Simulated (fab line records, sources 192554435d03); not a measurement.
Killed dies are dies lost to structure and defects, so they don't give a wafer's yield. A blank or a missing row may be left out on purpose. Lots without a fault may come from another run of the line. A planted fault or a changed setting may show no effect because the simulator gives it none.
Which tool did it? | flow n5_finfet | 10 lots, 28 wafers sampled, at 5 steps of a route of 1938

WHAT THE GAUGES READ, wafer by wafer
N5_BEOL_M2_THK_MEAS_01.
lot  | measured     | on            | M2_ILD_THK (nm)
L431 | day 7 05:11  | film_metro-01 | 78.9 79.1 79.6
L430 | day 7 05:22  | film_metro-01 | 77.6 79.5 79.4
L432 | day 7 21:28  | film_metro-01 | 78.3 79.7 80.3
L438 | day 8 18:08  | film_metro-01 | 77.0 77.6 78.4
L442 | day 9 20:02  | film_metro-02 | 79.9 79.3 79.7
L446 | day 10 22:09 | film_metro-02 | 77.8 79.6
L447 | day 11 14:21 | film_metro-01 | 78.0 79.3
L448 | day 11 14:58 | film_metro-02 | 76.8 78.3 77.9
L451 | day 12 01:20 | film_metro-02 | 76.8 78.3 79.5
L452 | day 12 08:13 | film_metro-02 | 78.0 80.4 79.5

N5_BEOL_M2_CD_MEAS_11: target cd 16.79 nm.
lot  | measured     | on        | cd_nm (nm)
L431 | day 7 06:00  | cd_sem-01 | 16.53 16.64 16.83
L430 | day 7 06:03  | cd_sem-02 | 16.86 16.83 16.91
L432 | day 7 22:10  | cd_sem-01 | 16.76 16.66 16.82
L438 | day 8 19:48  | cd_sem-01 | 16.82 17.15 17.16
L442 | day 9 23:00  | cd_sem-02 | 16.77 17.08 16.83
L446 | day 10 23:29 | cd_sem-01 | 16.76 16.48
L447 | day 11 16:57 | cd_sem-02 | 16.63 17.01
L448 | day 11 17:09 | cd_sem-03 | 17.04 16.53 17.07
L451 | day 12 02:23 | cd_sem-01 | 16.77 16.80 16.70
L452 | day 12 09:20 | cd_sem-02 | 16.65 16.66 16.54

N5_BEOL_M4_RC_MEAS_101.
lot  | measured     | on        | DIBL_N (mV/V)  | DIBL_P (mV/V)  | IOFF_N (nA/um)    | IOFF_P (nA/um) | ION_N (uA/um) | ION_P (uA/um) | SS_N (mV/dec)  | SS_P (mV/dec)  | VT_N (mV)         | VT_P (mV)
L431 | day 8 19:53  | prober-01 | 34.6 35.1 35.3 | 34.8 34.9 35.1 | 0.128 0.132 0.137 | 0.16 0.17 0.17 | 665 662 668   | 455 453 455   | 71.2 71.7 71.2 | 72.0 72.3 71.9 | 251.3 251.7 253.9 | -256 -253 -254
L430 | day 9 11:22  | prober-02 | 36.7 37.9 36.8 | 37.4 38.7 37.3 | 0.161 0.190 0.162 | 0.24 0.26 0.23 | 684 687 678   | 475 467 468   | 72.0 71.9 71.4 | 73.4 74.0 74.3 | 247.5 248.9 249.6 | -247 -249 -249
L432 | day 9 23:38  | prober-01 | 36.5 37.5 36.6 | 35.2 37.4 34.6 | 0.145 0.176 0.138 | 0.20 0.24 0.19 | 677 690 674   | 465 477 460   | 71.7 71.7 71.2 | 73.1 73.4 73.4 | 253.5 246.0 252.7 | -251 -247 -251
L438 | day 10 16:16 | prober-01 | 34.2 34.5 35.3 | 35.7 36.1 37.5 | 0.151 0.159 0.177 | 0.23 0.23 0.26 | 686 670 692   | 468 470 475   | 71.2 71.8 71.6 | 72.6 72.4 72.8 | 248.1 245.6 247.1 | -247 -248 -246
L442 | day 11 12:14 | prober-01 | 34.5 34.2 33.8 | 34.8 34.3 34.0 | 0.155 0.146 0.141 | 0.19 0.18 0.17 | 679 681 670   | 468 459 459   | 71.6 70.7 71.5 | 73.8 72.8 72.9 | 249.4 247.7 248.8 | -252 -255 -256
L446 | day 13 11:38 | prober-02 | 35.0 35.3      | 35.0 35.0      | 0.143 0.149       | 0.25 0.23      | 674 677       | 464 472       | 72.2 71.7      | 73.6 73.6      | 251.8 252.1       | -248 -247
L447 | day 13 11:45 | prober-01 | 35.0 35.9      | 33.2 34.8      | 0.123 0.141       | 0.15 0.17      | 654 665       | 443 450       | 70.7 71.5      | 73.8 73.9      | 256.3 254.5       | -256 -258
L448 | day 13 12:34 | prober-02 | 35.0 35.4 34.6 | 35.5 36.4 35.6 | 0.126 0.127 0.115 | 0.18 0.19 0.18 | 653 661 658   | 459 460 459   | 70.5 71.3 70.8 | 72.8 73.2 73.1 | 254.0 254.7 254.7 | -251 -251 -252
L451 | day 13 19:12 | prober-01 | 35.7 37.4 36.5 | 36.1 37.9 36.6 | 0.147 0.182 0.170 | 0.25 0.28 0.26 | 673 675 667   | 469 473 464   | 71.2 71.5 71.8 | 73.3 74.0 73.9 | 249.2 246.1 247.4 | -246 -245 -246
L452 | day 14 19:49 | prober-02 | 38.2 34.8 39.5 | 39.2 34.9 40.7 | 0.187 0.119 0.208 | 0.29 0.20 0.34 | 688 665 685   | 471 470 478   | 71.6 70.4 71.7 | 74.1 72.6 74.1 | 249.0 251.8 247.2 | -242 -248 -243

WHICH TOOL RAN EACH LOT (tool, then ch and the chambers of the sampled wafers, then the start)
lot  | N5_BEOL_M2_ETCH_63                 | N5_BEOL_M2_STRIP_66
L431 | rie_diel-01 ch 0,2, day 7 06:11    | rie_diel-01 ch 0,2, day 7 06:20
L430 | rie_diel-03 ch 2,3, day 7 06:13    | rie_diel-03 ch 2,3, day 7 06:23
L432 | rie_diel-06 ch 2,3, day 7 22:20    | rie_diel-06 ch 2,3, day 7 22:30
L438 | rie_diel-06 ch 1,2, day 8 19:59    | rie_diel-06 ch 1,2, day 8 20:09
L442 | rie_diel-03 ch 0,1, day 9 23:10    | rie_diel-03 ch 0,1, day 9 23:20
L446 | rie_diel-06 ch 0,1, day 10 23:47   | rie_diel-06 ch 0,1, day 10 23:57
L447 | rie_diel-06 ch 0,1, day 11 17:08   | rie_diel-06 ch 0,1, day 11 17:17
L448 | rie_diel-06 ch 0,1,3, day 11 17:22 | rie_diel-06 ch 0,1,3, day 11 17:31
L451 | rie_diel-01 ch 0,1,2, day 12 02:34 | rie_diel-01 ch 0,1,2, day 12 02:44
L452 | rie_diel-01 ch 0,1, day 12 09:37   | rie_diel-01 ch 0,1, day 12 09:47
- N5_BEOL_M2_ETCH_63: etches SiARC in CF4, target depth 15.6 nm, time 26 s.
- N5_BEOL_M2_STRIP_66: strips in CF4.

WHAT THE TOOLS THEMSELVES READ (means of the sampled wafers that have a number; where no wafer has one, the mark that the record gives instead)
N5_BEOL_M2_ETCH_63.
lot  | tool        | drypump_motor_current_A (A) | etch_rf_on_time_s (s) | oes_product_au (a.u.) | rf_vpp_V (V) | showerhead_plenum_p_Torr (Torr) | throttle_valve_pct (%)
L431 | rie_diel-01 | 5.7                         | 25.9                  | 0.68                  | 184.4        | 2.18                            | 15.80
L430 | rie_diel-03 | 5.4                         | 26.4                  | 0.66                  | 184.2        | 2.17                            | 15.75
L432 | rie_diel-06 | 5.9                         | 25.8                  | 0.69                  | 183.8        | 2.16                            | 15.64
L438 | rie_diel-06 | 6.1                         | 25.5                  | 0.69                  | 183.7        | 2.10                            | 15.92
L442 | rie_diel-03 | 5.9                         | 26.4                  | 0.70                  | 184.7        | 2.25                            | 15.54
L446 | rie_diel-06 | 5.8                         | 18.7                  | 0.80                  | 182.8        | 2.10                            | 15.79
L447 | rie_diel-06 | 5.8                         | 18.4                  | 0.80                  | 183.1        | 2.10                            | 15.80
L448 | rie_diel-06 | 5.7                         | 21.0                  | 0.77                  | 184.0        | 2.12                            | 15.70
L451 | rie_diel-01 | 5.6                         | 26.0                  | 0.67                  | 184.3        | 2.15                            | 15.70
L452 | rie_diel-01 | 5.5                         | 25.9                  | 0.70                  | 182.8        | 2.11                            | 15.71

N5_BEOL_M2_STRIP_66.
lot  | tool        | drypump_motor_current_A (A) | oes_product_au (a.u.) | rf_vpp_V (V) | showerhead_plenum_p_Torr (Torr) | throttle_valve_pct (%)
L431 | rie_diel-01 | 5.8                         | 0.78                  | 271.7        | 1.83                            | 13.76
L430 | rie_diel-03 | 5.5                         | 0.77                  | 271.6        | 1.82                            | 13.72
L432 | rie_diel-06 | 5.9                         | 0.80                  | 271.6        | 1.80                            | 13.59
L438 | rie_diel-06 | 6.1                         | 0.79                  | 270.6        | 1.76                            | 13.85
L442 | rie_diel-03 | 5.9                         | 0.81                  | 273.3        | 1.88                            | 13.50
L446 | rie_diel-06 | 5.8                         | 0.76                  | 269.9        | 1.77                            | 13.76
L447 | rie_diel-06 | 5.8                         | 0.76                  | 270.0        | 1.77                            | 13.77
L448 | rie_diel-06 | 5.6                         | 0.77                  | 272.0        | 1.78                            | 13.65
L451 | rie_diel-01 | 5.6                         | 0.77                  | 271.9        | 1.80                            | 13.66
L452 | rie_diel-01 | 5.5                         | 0.81                  | 270.7        | 1.77                            | 13.63

THE ANSWER, worked out from the rows above alone
Rule: what is usual is taken from the lots themselves. Put in order of their means at a reading, lots are off if they are a third of the lots or fewer, leave a main group of 4 or more, and stand apart from it by a gap of 3 or more times the standard deviation of the main group's means; of several such gaps the widest counts. A main group whose means are all the same, to the digits that the tables above print for the reading, isn't used. A lot without any number at a reading at which 4 lots or more have one is off too. The other lots that the step has rows for count as sound. The gauges are gone through in route order, then the tools' own readings, and for those a lot's mean is taken as printed above. The first step at which some lot is off is used, and at that step the reading that is off furthest; a lot without a number counts as furthest.
Off: L446, L447, L448, at N5_BEOL_M2_ETCH_63 (etch_rf_on_time_s). The main group: mean 26.0 s, standard deviation 0.3.
A tool fits if, at that step or a process step before it, it ran every lot that is off, and no sound lot after the first of them. One fits: rie_diel-06 at N5_BEOL_M2_ETCH_63. Its last sound lot is L438 (day 8 19:59), its first lot that is off L446 (day 10 23:47): a fault that began between those two fits.
The tool's own readings at N5_BEOL_M2_ETCH_63 bear it out: on the lots that are off they differ by more than 5 times the standard deviation of the sound lots' means. etch_rf_on_time_s reads 19.4 s there against 26.0 s on the sound lots; oes_product_au reads 0.79 a.u. there against 0.68 a.u. on the sound lots.

WHAT THE SIMULATOR HAD PUT IN
Process parameter drift: rie_diel-06, from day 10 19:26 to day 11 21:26, at N5_BEOL_M2_ETCH_63. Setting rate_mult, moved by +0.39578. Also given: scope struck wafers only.
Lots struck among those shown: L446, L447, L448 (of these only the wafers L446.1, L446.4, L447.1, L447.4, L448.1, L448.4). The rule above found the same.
